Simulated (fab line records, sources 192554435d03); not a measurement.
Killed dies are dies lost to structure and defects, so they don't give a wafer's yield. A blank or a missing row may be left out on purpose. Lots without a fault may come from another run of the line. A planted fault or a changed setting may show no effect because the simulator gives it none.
fab line records | flow n5_finfet
record lots=14 wafers=42 last_day=19
route steps=1938 shown BEOL_M0@743 BEOL_M1@765 BEOL_M4@1111
lots that met no fault: from a run of the same line without faults
start_h: hours from the record's first day to the start of the lot's first wafer shown | wait_h: hours since the lot's step before | " the same as in the row above | L1.1+2: a row that stands for several wafers | - no value, or no start given | * or withheld: withheld | < > ~ a bound
route shown NAME@n: a module of which the file shows steps, and the number in the route of the first | usual: mean/standard deviation of fault-free wafers | same: alike in all rows | chamber/n: place in a boat | sites: the reading at each site | _std_site: their standard deviation | _edge_site: outer sites' mean less inner sites' | radius_mm: how far each site lies from the wafer's centre | mask NAME#n: copy n | behind: the tool/chamber that last shaped the wafer | hold: why the lot was held/for how many hours/how that ended | device: the transistor (n, p or np) that didn't switch | end of line: the same wafers' tests at the end of the route | a step without rows: its recipe alone | killed: dies lost to structure and defects at the first sort, not the wafer's yield | map: a wafer's dies, x killed, . not, _ none there
set.NAME: the setting as run; set.NAME@STEP: as run at that earlier step | model.NAME: the simulator's own value behind a step, which no gauge read
steps of the route over a sample of lots; a table a step, a row a wafer
services: from which hour (start_h, from the record's first day; less than 0 if before it) a tool's chamber was out of use, for how many hours, and why
## steps
# step N5_BEOL_M0_CMP_120
# recipe stop_on=SiOC t_overpolish_s=6.9 down_force_psi=1 platen_rpm=50 clearing_platen_down_force_psi=1.5 clearing_platen_rpm=50 post_cmp_clean=cu_alkaline clearing_platen_pad_velocity_m_s=0.99484 pad_velocity_m_s=0.99484
# usual barrier_field_endpoint_s=3.60/0.12 motor_current_A=6.0/0.86 overpolish_run_s=6.900/0.0093 pad_life_wafers=929/590 retaining_ring_pressure_frac=1.000/0.0058 time_to_endpoint_s=62/3.4
# columns lot.wafer tool chamber start_h wait_h barrier_field_endpoint_s motor_current_A overpolish_run_s pad_life_wafers retaining_ring_pressure_frac time_to_endpoint_s
L980.4 cmp-02 0 114.86 0.2 3.48 7.1 6.904 565 0.996 58
L980.1 " 2 " " 3.65 6.6 6.891 567 1.004 61
L980.6 " 3 " " 3.67 7.7 6.899 - 1.002 63
L981.2 cmp-04 2 128.12 0.2 3.58 5.6 6.904 589 0.997 61
L981.3 " 3 " " 3.61 5.0 6.910 590 1.000 62
L981.5 " 1 " " 3.43 5.7 6.891 - 0.995 63
L983.3 cmp-02 1 141.45 0.2 3.55 6.1 6.898 829 1.007 59
L983.6 " 0 " " 3.59 7.1 6.900 - 1.002 57
L983.5 " 1 " " 3.43 5.8 6.898 - 0.999 59
L985.4 cmp-04 3 147.45 0.2 3.66 4.7 6.882 674 1.004 62
L985.5 " 1 " " 3.63 5.9 6.880 - 1.003 60
L985.6 " 2 " " 3.63 5.7 6.916 - 1.007 59
L984.1 cmp-04 3 147.71 0.5 3.51 4.7 6.902 681 0.995 57
L984.5 " 0 " " 3.62 5.2 6.907 - 1.000 60
L984.6 " 1 " " 3.45 5.5 6.892 - 1.000 61
L987.4 cmp-01 3 163.53 0.2 3.51 5.9 6.917 1862 1.004 66
L987.2 " 0 " " 3.52 6.1 6.905 1863 0.989 65
L987.5 " 1 " " 3.31 5.1 6.904 - 0.998 58
L992.2 cmp-01 1 196.24 0.2 3.49 5.2 6.906 102 1.009 63
L992.5 " 1 " " 3.60 5.0 6.905 - 1.006 65
L992.6 " 2 " " 3.62 6.3 6.896 - 0.995 62
L993.4 cmp-02 1 197.82 0.2 3.35 5.7 6.900 1268 0.992 61
L993.5 " 3 " " 3.55 8.0 6.901 - 0.998 65
L993.6 " 0 " " 3.49 7.1 6.898 - 1.019 62
L997.3 cmp-01 0 221.38 0.2 3.71 5.8 6.907 133 1.006 68
L997.2 " 2 " " 3.57 6.9 6.900 135 1.000 62
L997.6 " 3 " " 3.72 6.2 6.902 - 0.991 67
L996.4 cmp-04 1 222.13 0.2 3.54 5.9 6.902 1340 1.001 58
L996.1 " 2 " " 3.48 5.8 6.904 1341 1.001 59
L996.6 " 3 " " 3.34 4.9 6.910 - 0.996 61
L999.3 cmp-01 3 231.51 0.2 3.76 6.5 6.908 186 1.002 70
L999.4 " 1 " " 3.68 5.1 6.897 188 1.008 66
L999.2 " 2 " " 3.81 6.7 6.921 189 0.994 64
L101.4 cmp-01 0 245.18 0.1 3.73 5.9 6.902 300 0.997 65
L101.1 " 2 " " 3.58 6.7 6.904 302 0.992 61
L101.5 " 0 " " 3.71 5.5 6.898 - 1.000 67
L102.4 cmp-01 1 254.09 0.1 3.50 5.0 6.913 366 1.006 64
L102.1 " 2 " " 3.77 6.4 6.903 367 0.997 63
L102.2 " 0 " " 3.62 6.1 6.900 369 0.989 64
L103.3 cmp-02 1 255.97 0.2 3.53 5.8 6.892 1758 0.995 61
L103.4 " 2 " " 3.36 6.7 6.901 1759 1.001 57
L103.5 " 2 " " 3.64 6.6 6.911 - 0.996 62
# step N5_BEOL_M0_RS_MEAS_126
# recipe thk_meas_gauge=four-point-probe reads=Co_of_BEOL_M0_CO_CAP_123+Cu_of_BEOL_M0_ECD_118+Co_of_BEOL_M0_CVD_115+TaN_of_BEOL_M0_ALD_136
# usual M0_RS=0.534/0.017
# columns lot.wafer tool chamber start_h wait_h M0_RS[ohm/sq]
L980.1 film_metro-01 - 115.38 0.0 0.541
L980.4 " - " " 0.554
L980.6 " - " " 0.522
L981.2 film_metro-01 - 128.63 0.1 0.545
L981.3 " - " " 0.540
L981.5 " - " " 0.516
L983.3 film_metro-02 - 142.00 0.1 0.524
L983.5 " - " " 0.533
L983.6 " - " " 0.541
L985.4 film_metro-02 - 147.98 0.0 0.547
L985.5 " - " " 0.539
L985.6 " - " " 0.577
L984.1 film_metro-02 - 148.15 0.0 0.519
L984.5 " - " " 0.502
L984.6 " - " " 0.507
L987.2 film_metro-02 - 164.06 0.1 0.530
L987.4 " - " " 0.509
L987.5 " - " " 0.544
L992.2 film_metro-01 - 196.85 0.1 0.534
L992.5 " - " " 0.503
L992.6 " - " " 0.535
L993.4 film_metro-01 - 198.31 0.0 0.539
L993.5 " - " " 0.522
L993.6 " - " " 0.534
L997.2 film_metro-02 - 221.93 0.1 0.550
L997.3 " - " " 0.522
L997.6 " - " " 0.532
L996.1 film_metro-01 - 222.64 0.1 0.547
L996.4 " - " " 0.535
L996.6 " - " " 0.540
L999.2 film_metro-01 - 232.07 0.1 0.557
L999.3 " - " " 0.530
L999.4 " - " " 0.554
L101.1 film_metro-01 - 245.74 0.0 0.538
L101.4 " - " " 0.534
L101.5 " - " " 0.507
L102.1 film_metro-01 - 254.65 0.0 0.542
L102.2 " - " " 0.536
L102.4 " - " " 0.516
L103.3 film_metro-02 - 256.56 0.1 0.537
L103.4 " - " " 0.518
L103.5 " - " " 0.521
# step N5_BEOL_M1_OVL_MEAS_12
# recipe points_per_wafer=522
# usual M1_OVL=-0.1/0.64
# columns lot.wafer tool chamber start_h wait_h M1_OVL[nm]
L980.1 overlay-02 0 116.15 0.0 -0.4
L980.4 " 0 " " -0.8
L980.6 " 0 " " -0.9
L981.2 overlay-02 0 130.86 0.0 1.0
L981.3 " 0 " " 0.6
L981.5 " 0 " " -0.6
L983.3 overlay-02 0 144.34 0.0 -0.9
L983.5 " 0 " " -0.2
L983.6 " 0 " " 0.5
L985.4 overlay-01 0 149.88 0.0 0.1
L985.5 " 0 " " -0.5
L985.6 " 0 " " -0.8
L984.1 overlay-01 0 149.90 0.0 0.8
L984.5 " 0 " " 0.6
L984.6 " 0 " " 0.4
L987.2 overlay-01 0 165.43 0.0 -1.0
L987.4 " 0 " " -0.3
L987.5 " 0 " " -0.7
L992.2 overlay-02 0 198.28 0.1 1.2
L992.5 " 0 " " 0.0
L992.6 " 0 " " -0.2
L993.4 overlay-02 0 199.61 0.0 -0.1
L993.5 " 0 " " 0.1
L993.6 " 0 " " -1.4
L997.2 overlay-01 0 223.53 0.0 0.4
L997.3 " 0 " " 0.9
L997.6 " 0 " " 0.9
L996.1 overlay-01 0 223.90 0.0 1.4
L996.4 " 0 " " 0.5
L996.6 " 0 " " 0.6
L999.2 overlay-02 0 233.07 0.0 -0.6
L999.3 " 0 " " 0.1
L999.4 " 0 " " -0.7
L101.1 overlay-01 0 250.24 0.0 0.0
L101.4 " 0 " " 0.2
L101.5 " 0 " " -0.2
L102.1 overlay-02 0 256.49 0.0 -0.2
L102.2 " 0 " " -1.6
L102.4 " 0 " " -0.4
L103.3 overlay-01 0 260.82 0.0 -0.4
L103.4 " 0 " " 0.3
L103.5 " 0 " " -1.0
# step N5_BEOL_M1_ETCH_63
# recipe chemistry=CF4 target=SiARC target_depth_a=156 mask_material=CAR-EUV time_s=26 ion_energy_ev=80 pressure_mtorr=40 source_w=545 bias_w=36 Ar_flow_sccm=100 cf4_flow_sccm=100 ends=cleared
# usual bias_w=35.98/0.096 cf4_flow_sccm=100.0/0.3 drypump_motor_current_A=5.84/0.27 etch_rf_on_time_s=25.9/0.59 oes_product_au=0.66/0.072 rf_vpp_V=184.3/1.1 showerhead_plenum_p_Torr=2.15/0.066 throttle_valve_pct=15.68/0.24
# columns lot.wafer tool chamber start_h wait_h bias_w cf4_flow_sccm drypump_motor_current_A etch_rf_on_time_s oes_product_au rf_hours_counter_h rf_vpp_V showerhead_plenum_p_Torr throttle_valve_pct
L980.1 rie_diel-02 2 116.39 0.0 36.07 99.8 5.44 26.8 0.62 171 184.7 2.23 15.82
L980.4 " 1 " " 35.88 99.8 6.29 25.4 0.64 145 185.6 2.23 15.61
L980.6 " 1 " " 35.93 99.9 6.31 25.4 0.64 - 184.1 2.23 15.59
L981.2 rie_diel-01 0 131.12 0.0 36.05 100.0 5.67 25.2 0.80 27 184.4 2.18 15.25
L981.3 " 1 " " 35.87 100.0 6.28 26.0 0.65 164 186.0 2.22 16.03
L981.5 " 0 " " 35.92 99.8 5.67 25.5 0.80 - 183.6 2.18 15.26
L983.3 rie_diel-02 2 144.53 0.0 - - - - - - - - -
L983.5 " 1 " " - - - - - - - - -
L983.6 " 0 " " - - - - - - - - -
L985.4 rie_diel-01 0 150.01 0.0 - - - - - - - - -
L985.5 " 1 " " - - - - - - - - -
L985.6 " 2 " " - - - - - - - - -
L984.1 rie_diel-02 0 150.08 0.0 35.96 100.2 5.82 26.0 0.62 168 182.2 2.03 15.64
L984.5 " 0 " " 35.98 100.2 5.84 26.4 0.61 - 182.9 2.03 15.66
L984.6 " 3 " " 35.93 100.0 5.82 24.6 0.61 - 185.1 2.20 15.87
L987.2 rie_diel-01 0 165.57 0.0 36.03 100.4 5.65 25.6 0.78 38 183.9 2.18 15.28
L987.4 " 1 " " 35.98 99.7 6.22 25.9 0.63 174 185.3 2.22 16.04
L987.5 " 1 " " 35.99 100.2 6.19 25.9 0.64 - 185.6 2.22 16.03
L992.2 rie_diel-01 3 198.42 0.0 36.06 99.8 5.55 26.4 0.59 197 185.1 2.12 15.49
L992.5 " 1 " " 35.93 100.1 6.21 26.3 0.62 - 186.4 2.22 16.06
L992.6 " 3 " " 35.93 99.7 5.54 26.2 0.60 - 184.4 2.12 15.49
L993.4 rie_diel-02 3 200.00 0.0 35.69 100.5 5.78 24.9 0.60 237 185.5 2.19 15.90
L993.5 " 0 " " 35.89 100.1 5.83 26.2 0.60 - 182.7 2.03 15.66
L993.6 " 1 " " 36.09 100.2 6.33 25.2 0.63 - 184.8 2.23 15.63
L997.2 rie_diel-06 1 223.72 0.0 36.02 99.8 5.72 25.7 0.60 227 186.1 2.20 15.90
L997.3 " 2 " " 36.06 99.5 6.02 26.0 0.62 183 184.5 2.13 15.66
L997.6 " 3 " " 35.95 100.2 5.87 25.0 0.78 - 183.3 2.10 15.71
L996.1 rie_diel-02 3 224.04 0.0 36.03 100.9 5.81 25.1 0.60 244 185.2 2.19 15.91
L996.4 " 1 " " 35.98 100.3 6.33 25.6 0.62 175 185.7 2.22 15.63
L996.6 " 1 " " 35.89 99.9 6.33 25.4 0.63 - 184.7 2.22 15.64
L999.2 rie_diel-01 0 233.22 0.0 35.89 100.2 5.64 25.8 0.75 61 183.4 2.17 15.33
L999.3 " 3 " " 36.01 100.0 5.56 26.5 0.59 210 184.9 2.12 15.49
L999.4 " 2 " " 35.97 100.0 5.60 25.6 0.77 41 183.8 2.08 15.39
L101.1 rie_diel-01 2 250.53 0.0 35.97 100.3 5.63 26.0 0.75 46 183.0 2.08 15.43
L101.4 " 0 " " 35.91 99.9 5.63 26.1 0.74 66 184.8 2.17 15.33
L101.5 " 1 " " 35.96 100.0 6.26 26.6 0.60 - 184.4 2.21 16.10
L102.1 rie_diel-01 2 256.64 0.0 35.94 100.2 5.61 26.0 0.76 48 183.9 2.08 15.44
L102.2 " 1 " " 36.05 99.8 6.21 26.8 0.60 205 186.6 2.21 16.11
L102.4 " 3 " " 35.90 100.3 5.55 26.5 0.58 218 182.6 2.12 15.52
L103.3 rie_diel-02 1 260.95 0.0 36.00 100.0 6.32 25.3 0.62 187 185.5 2.22 15.67
L103.4 " 1 " " 36.06 100.2 6.33 25.2 0.61 - 186.3 2.22 15.67
L103.5 " 2 " " 35.94 100.7 5.45 26.5 0.59 - 185.7 2.21 15.92
# step N5_BEOL_M1_ETCH_64
# recipe chemistry=N2/H2 target=SOC target_depth_a=750 overetch_a=150 mask_material=SiARC temp_c=40 time_s=112.5 ion_energy_ev=200 pressure_mtorr=30 source_w=840 bias_w=150 n2_flow_sccm=200 h2_flow_sccm=200
# usual bias_w=150.1/0.46 chamber_pressure_mTorr=29.99/0.031 drypump_motor_current_A=5.85/0.27 oes_product_au=0.61/0.065 rf_vpp_V=524.4/2.3 showerhead_plenum_p_Torr=2.56/0.082 throttle_valve_pct=17.90/0.29
# same time_s=112.5
# columns lot.wafer tool chamber start_h wait_h bias_w chamber_pressure_mTorr drypump_motor_current_A oes_product_au rf_hours_counter_h rf_vpp_V showerhead_plenum_p_Torr throttle_valve_pct
L980.1 rie_diel-02 2 116.42 0.0 150.5 30.03 5.47 0.58 171 525.7 2.67 18.15
L980.4 " 1 " " 150.4 30.03 6.32 0.58 145 526.9 2.65 17.77
L980.6 " 1 " " 149.8 29.97 6.32 0.60 - 527.7 2.65 17.77
L981.2 rie_diel-01 0 131.15 0.0 150.7 30.00 5.69 0.73 27 524.4 2.57 17.23
L981.3 " 1 " " 149.1 30.03 6.18 0.60 164 525.5 2.65 18.27
L981.5 " 0 " " 150.7 29.98 5.69 0.73 - 525.5 2.57 17.23
L983.3 rie_diel-02 2 144.56 0.0 150.1 29.99 5.45 0.27 181 526.5 2.66 18.12
L983.5 " 1 " " 150.1 29.99 6.34 0.28 - 526.8 2.65 17.73
L983.6 " 0 " " 149.7 30.00 5.85 0.27 - 520.2 2.43 17.83
L985.4 rie_diel-01 0 150.03 0.0 149.4 29.95 5.65 0.34 33 525.4 2.56 17.18
L985.5 " 1 " " 150.7 29.99 6.27 0.28 - 527.2 2.64 18.23
L985.6 " 2 " " 150.5 29.95 5.63 0.34 - 521.3 2.48 17.64
L984.1 rie_diel-02 0 150.11 0.0 150.4 29.99 5.83 0.58 168 521.1 2.42 17.88
L984.5 " 0 " " 150.3 30.09 5.85 0.57 - 519.2 2.42 17.86
L984.6 " 3 " " 150.4 29.96 5.79 0.55 - 526.8 2.63 18.10
L987.2 rie_diel-01 0 165.59 0.0 149.2 30.02 5.69 0.72 38 525.3 2.56 17.26
L987.4 " 1 " " 150.1 30.05 6.20 0.59 174 527.0 2.64 18.29
L987.5 " 1 " " 150.5 30.01 6.25 0.59 - 526.5 2.64 18.30
L992.2 rie_diel-01 3 198.45 0.0 150.2 29.98 5.57 0.56 197 523.5 2.51 17.61
L992.5 " 1 " " 150.5 29.96 6.21 0.58 - 525.9 2.64 18.32
L992.6 " 3 " " 150.1 29.97 5.56 0.56 - 522.7 2.51 17.65
L993.4 rie_diel-02 3 200.03 0.0 149.8 30.00 5.82 0.55 237 526.9 2.62 18.14
L993.5 " 0 " " 150.3 29.94 5.83 0.57 - 520.7 2.42 17.89
L993.6 " 1 " " 150.2 29.95 6.35 0.57 - 525.7 2.64 17.80
L997.2 rie_diel-06 1 223.75 0.0 150.4 30.00 5.74 0.55 227 525.8 2.64 18.15
L997.3 " 2 " " 150.1 29.98 5.96 0.58 183 524.0 2.53 17.81
L997.6 " 3 " " 149.9 29.98 5.89 0.71 - 523.0 2.50 18.04
L996.1 rie_diel-02 3 224.07 0.0 150.0 30.00 5.78 0.54 244 526.4 2.62 18.14
L996.4 " 1 " " 150.1 29.96 6.34 0.57 176 527.1 2.64 17.83
L996.6 " 1 " " 150.4 29.99 6.34 0.57 - 526.5 2.64 17.82
L999.2 rie_diel-01 0 233.25 0.0 150.1 29.97 5.65 0.69 61 526.1 2.55 17.27
L999.3 " 3 " " 150.7 30.02 5.57 0.56 210 523.2 2.51 17.66
L999.4 " 2 " " 150.0 29.98 5.64 0.70 41 521.3 2.48 17.71
L101.1 rie_diel-01 2 250.56 0.0 150.3 29.98 5.62 0.70 46 522.1 2.48 17.72
L101.4 " 0 " " 150.3 30.01 5.67 0.68 66 527.2 2.55 17.30
L101.5 " 1 " " 149.1 29.98 6.26 0.57 - 527.3 2.63 18.36
L102.1 rie_diel-01 2 256.67 0.0 150.8 30.01 5.61 0.70 48 522.8 2.47 17.72
L102.2 " 1 " " 149.8 30.00 6.27 0.57 205 526.0 2.63 18.34
L102.4 " 3 " " 150.1 30.04 5.54 0.55 218 522.8 2.50 17.65
L103.3 rie_diel-02 1 260.98 0.0 150.4 29.98 6.34 0.56 187 525.4 2.63 17.86
L103.4 " 1 " " 150.2 29.98 6.34 0.56 - 525.9 2.63 17.86
L103.5 " 2 " " 149.9 30.01 5.46 0.56 - 526.6 2.65 18.24
# step N5_BEOL_M1_HM_OPEN_17
# recipe chemistry=Cl2/BCl3 target_depth_a=200 overetch_a=60 target=TiN mask_material=SOC ion_energy_ev=150 pressure_mtorr=10 icp_w=1000 bias_w=126 Cl2_flow_sccm=53.25 bcl3_flow_sccm=21.75 Ar_flow_sccm=25
# usual drypump_motor_current_A=5.9/0.39 oes_product_au=0.68/0.067 throttle_valve_pct=22.13/0.22
# columns lot.wafer tool chamber start_h wait_h drypump_motor_current_A oes_product_au rf_hours_counter_h throttle_valve_pct
L980.1 rie_metal-03 1 116.59 0.0 5.8 0.81 1 21.86
L980.4 " 0 " " 6.0 0.53 - 22.38
L980.6 " 0 " " 6.0 0.52 - 22.44
L981.2 rie_metal-02 1 131.32 0.0 5.6 0.61 69 22.09
L981.3 " 0 " " 6.0 0.70 - 21.89
L981.5 " 1 " " 5.6 0.61 - 22.11
L983.3 rie_metal-01 0 144.76 0.1 5.5 0.30 - 23.09
L983.5 " 1 " " 6.6 0.33 - 22.77
L983.6 " 0 " " 5.5 0.30 - 23.10
L985.4 rie_metal-02 1 150.23 0.1 5.6 0.26 - 22.77
L985.5 " 0 " " 6.0 0.30 - 22.53
L985.6 " 1 " " 5.6 0.27 - 22.76
L984.1 rie_metal-01 1 150.28 0.0 6.6 0.73 18 22.11
L984.5 " 1 " " 6.6 0.72 - 22.11
L984.6 " 0 " " 5.5 0.68 - 22.44
L987.2 rie_metal-03 1 165.76 0.0 5.8 0.76 6 21.88
L987.4 " 0 " " 6.0 0.53 - 22.42
L987.5 " 0 " " 6.0 0.53 - 22.43
L992.2 rie_metal-03 1 198.61 0.0 5.8 0.73 9 21.89
L992.5 " 0 " " 6.0 0.52 - 22.42
L992.6 " 1 " " 5.9 0.74 - 21.88
L993.4 rie_metal-01 1 200.22 0.1 6.6 0.71 - 22.13
L993.5 " 0 " " 5.5 0.68 - 22.45
L993.6 " 1 " " 6.6 0.71 - 22.13
L997.2 rie_metal-03 1 223.95 0.1 5.8 0.73 - 21.91
L997.3 " 1 " " 5.8 0.73 - 21.89
L997.6 " 1 " " 5.8 0.72 - 21.90
L996.1 rie_metal-03 1 224.24 0.0 5.9 0.71 14 21.90
L996.4 " 1 " " 5.9 0.72 - 21.90
L996.6 " 1 " " 5.9 0.72 - 21.92
L999.2 rie_metal-01 0 233.42 0.0 5.5 0.67 44 22.46
L999.3 " 1 " " 6.7 0.70 - 22.13
L999.4 " 0 " " 5.5 0.67 - 22.46
L101.1 rie_metal-02 1 250.73 0.0 5.6 0.59 78 22.14
L101.4 " 1 " " 5.6 0.58 - 22.11
L101.5 " 1 " " 5.6 0.59 - 22.11
L102.1 rie_metal-01 0 256.87 0.1 5.5 0.67 46 22.46
L102.2 " 1 " " 6.6 0.70 26 22.14
L102.4 " 1 " " 6.7 0.69 - 22.14
L103.3 rie_metal-03 1 261.18 0.1 5.9 0.72 - 21.91
L103.4 " 0 " " 6.0 0.82 - 22.17
L103.5 " 0 " " 6.0 0.83 - 22.17
# step N5_BEOL_M1_CD_MEAS_18
# recipe pitch_nm=36 target_cd_nm=18
# usual cd_nm=18.1/0.32
# columns lot.wafer tool chamber start_h wait_h cd_nm
L980.1 cd_sem-03 - 116.81 0.0 18.0
L980.4 " - " " 18.3
L980.6 " - " " 18.0
L981.2 cd_sem-01 - 131.99 0.1 18.0
L981.3 " - " " 18.4
L981.5 " - " " 18.2
L983.3 cd_sem-01 - 144.98 0.1 -
L983.5 " - " " -
L983.6 " - " " -
L985.4 cd_sem-01 - 150.39 0.0 -
L985.5 " - " " -
L985.6 " - " " -
L984.1 cd_sem-03 - 150.46 0.0 18.2
L984.5 " - " " 18.0
L984.6 " - " " 18.0
L987.2 cd_sem-02 - 165.94 0.1 18.2
L987.4 " - " " 18.6
L987.5 " - " " 18.3
L992.2 cd_sem-02 - 198.80 0.1 17.6
L992.5 " - " " 18.6
L992.6 " - " " 18.3
L993.4 cd_sem-02 - 200.42 0.1 17.9
L993.5 " - " " 18.0
L993.6 " - " " 17.7
L997.2 cd_sem-03 - 224.19 0.1 18.1
L997.3 " - " " 17.7
L997.6 " - " " 19.0
L996.1 cd_sem-02 - 224.52 0.0 18.3
L996.4 " - " " 17.7
L996.6 " - " " 17.9
L999.2 cd_sem-01 - 233.70 0.1 18.2
L999.3 " - " " 18.0
L999.4 " - " " 17.9
L101.1 cd_sem-02 - 250.91 0.0 17.5
L101.4 " - " " 18.0
L101.5 " - " " 18.4
L102.1 cd_sem-01 - 257.05 0.0 17.6
L102.2 " - " " 17.8
L102.4 " - " " 17.2
L103.3 cd_sem-03 - 261.33 0.1 17.8
L103.4 " - " " 18.3
L103.5 " - " " 17.8
# step N5_BEOL_M4_RC_MEAS_101
# usual DIBL_N=35.3/1.8 DIBL_P=35.2/2.2 IOFF_N=0.144/0.029 IOFF_P=0.19/0.031 ION_N=670/12 ION_P=460/7.6 SS_N=71.2/0.62 SS_P=73.0/0.69 VT_N=251/3.4 VT_P=-251.4/2.6
# columns lot.wafer tool chamber start_h wait_h DIBL_N[mV/V] DIBL_P[mV/V] IOFF_N[nA/um] IOFF_P[nA/um] ION_N[uA/um] ION_P[uA/um] SS_N[mV/dec] SS_P[mV/dec] VT_N[mV] VT_P[mV]
L980.1 prober-01 0 171.73 0.0 35.7 34.0 0.122 0.17 655 454 71.6 73.3 256 -253.7
L980.4 " 0 " " 35.0 33.2 0.117 0.17 663 458 71.0 72.6 254 -252.2
L980.6 " 0 " " 37.2 35.5 0.147 0.20 672 464 71.9 74.1 252 -250.0
L981.2 prober-02 0 192.42 0.2 33.2 33.2 0.121 0.16 657 446 70.9 72.7 254 -255.4
L981.3 " 0 " " 33.8 34.6 0.138 0.19 688 471 70.9 72.6 250 -251.3
L981.5 " 0 " " 34.2 34.7 0.134 0.19 659 456 70.6 73.1 251 -249.5
L984.1 prober-01 0 230.68 0.0 33.6 33.4 0.115 0.17 649 449 70.6 73.0 256 -253.6
L984.5 " 0 " " 34.9 35.3 0.136 0.18 664 455 70.9 72.0 253 -253.6
L984.6 " 0 " " 34.4 34.1 0.120 0.16 659 452 71.2 73.2 254 -251.5
L987.2 prober-02 0 237.39 0.2 35.3 35.4 0.144 0.20 670 469 71.5 73.3 250 -250.0
L987.4 " 0 " " 33.4 32.8 0.116 0.16 660 461 70.9 72.2 254 -254.0
L987.5 " 0 " " 33.2 33.2 0.124 0.18 668 460 70.3 72.4 249 -250.6
L993.4 prober-01 0 247.36 0.5 34.3 33.8 0.124 0.18 679 469 71.9 72.3 254 -251.6
L993.5 " 0 " " 36.0 36.2 0.150 0.21 687 471 72.0 72.4 249 -249.7
L993.6 " 0 " " 36.5 36.8 0.172 0.24 688 470 71.8 73.6 247 -248.1
L992.2 prober-02 0 265.96 0.2 34.2 32.6 0.123 0.18 656 451 71.4 72.7 254 -250.7
L992.5 " 0 " " 34.5 33.0 0.135 0.18 654 447 71.1 73.1 252 -251.3
L992.6 " 0 " " 33.9 33.0 0.123 0.18 656 451 71.0 72.3 255 -251.9
L997.2 prober-01 0 281.12 0.2 35.2 37.0 0.166 0.22 679 457 72.0 74.0 247 -252.0
L997.3 " 0 " " 33.5 35.2 0.137 0.18 678 461 70.9 72.5 252 -254.6
L997.6 " 0 " " 33.7 36.4 0.148 0.20 678 467 70.8 73.4 249 -253.4
L996.1 prober-02 0 315.18 0.0 35.6 36.8 0.138 0.20 676 467 71.4 73.2 252 -252.4
L996.4 " 0 " " 34.3 33.9 0.111 0.16 669 466 71.0 72.4 255 -254.0
L996.6 " 0 " " 36.8 37.6 0.154 0.21 672 458 71.3 73.4 252 -252.4
L999.2 prober-01 0 315.85 0.5 35.2 35.2 0.151 0.20 655 453 72.2 73.2 251 -252.5
L999.3 " 0 " " 36.2 36.5 0.167 0.22 669 463 72.6 73.1 248 -248.8
L999.4 " 0 " " 37.1 38.4 0.194 0.26 677 463 71.3 73.8 246 -247.0
L101.1 prober-02 0 318.38 0.0 38.2 38.3 0.193 0.24 678 463 72.3 73.8 246 -248.2
L101.4 " 0 " " 36.5 36.2 0.149 0.22 677 461 71.6 72.4 252 -249.9
L101.5 " 0 " " 33.5 32.3 0.112 0.16 671 467 71.1 71.8 251 -253.5
L102.1 prober-01 0 324.31 0.0 35.8 35.3 0.138 0.20 668 456 71.2 73.1 250 -249.3
L102.2 " 0 " " 37.0 37.5 0.159 0.23 661 460 71.6 72.8 250 -248.0
L102.4 " 0 " " 33.9 33.2 0.114 0.16 651 450 70.2 72.4 254 -253.4
L103.3 prober-01 0 341.91 0.3 35.6 34.8 0.137 0.18 667 456 71.4 73.4 254 -254.8
L103.4 " 0 " " 40.4 40.9 0.234 0.28 680 461 73.2 74.8 244 -247.3
L103.5 " 0 " " 37.9 37.7 0.171 0.23 670 460 72.4 74.4 247 -250.3
## services
# columns tool chamber start_h hours kind
rie_diel-01 1 108.62 3.8 repair
cmp-01 - 118.82 6.3 pm
cmp-04 - 132.61 6.9 pm
rie_diel-02 - 137.37 2.8 pm
rie_diel-02 3 140.90 6.3 repair
rie_metal-02 - 142.37 4.3 pm
cmp-04 - 144.08 2.5 repair
cmp-01 - 148.43 0.8 repair
rie_metal-02 1 154.91 5.4 repair
rie_metal-01 - 156.65 15.6 pm
cmp-02 - 160.67 2.1 repair
rie_diel-02 - 174.85 0.5 repair
rie_diel-01 2 175.04 8.4 repair
rie_diel-02 1 176.31 7.1 repair
rie_diel-02 0 177.64 1.8 repair
cmp-01 - 178.89 4.0 pm
rie_diel-01 2 193.75 29.0 repair
cmp-01 - 200.70 19.2 pm
cmp-02 - 202.26 3.5 pm
cmp-04 - 220.73 0.5 repair
cmp-01 - 225.87 2.0 repair
cmp-04 - 227.11 4.6 pm
cmp-01 - 233.33 1.0 repair
cmp-04 - 234.31 3.4 repair
## key
first_sign step=N5_BEOL_M1_ETCH_63 reading=tool_record direction=missing
effect step=N5_BEOL_M1_ETCH_64 reading=oes_product_au direction=down sigmas=4.8 usual=0.61 struck=0.30
effect step=N5_BEOL_M1_HM_OPEN_17 reading=oes_product_au direction=down sigmas=5.8 usual=0.68 struck=0.29
effect step=N5_BEOL_M1_CD_MEAS_18 reading=cd_nm direction=missing
met_at N5_BEOL_M1_ETCH_63
struck_lots L983,L985
later_rows_left_out L983.3,L983.5,L983.6,L985.4,L985.5,L985.6
sort_left_out L983.3,L983.5,L983.6,L985.4,L985.5,L985.6
not_acting_at N5_BEOL_M0_CMP_120,N5_BEOL_M0_RS_MEAS_126,N5_BEOL_M1_OVL_MEAS_12
onset_between 131.12 144.53
fault kind=skipped_step_whole tool=rie_diel-01,rie_diel-02 chamber=- onset_h=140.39 steps=N5_BEOL_M1_ETCH_63 scope=struck_lots_only
# sort_left_out: the simulated sort isn't trusted on such a fault, so these wafers' sort isn't shown, and their yield isn't known
# later_rows_left_out: the simulator's readings of these wafers behind a module that went badly wrong aren't trusted and aren't shown, but for the sort
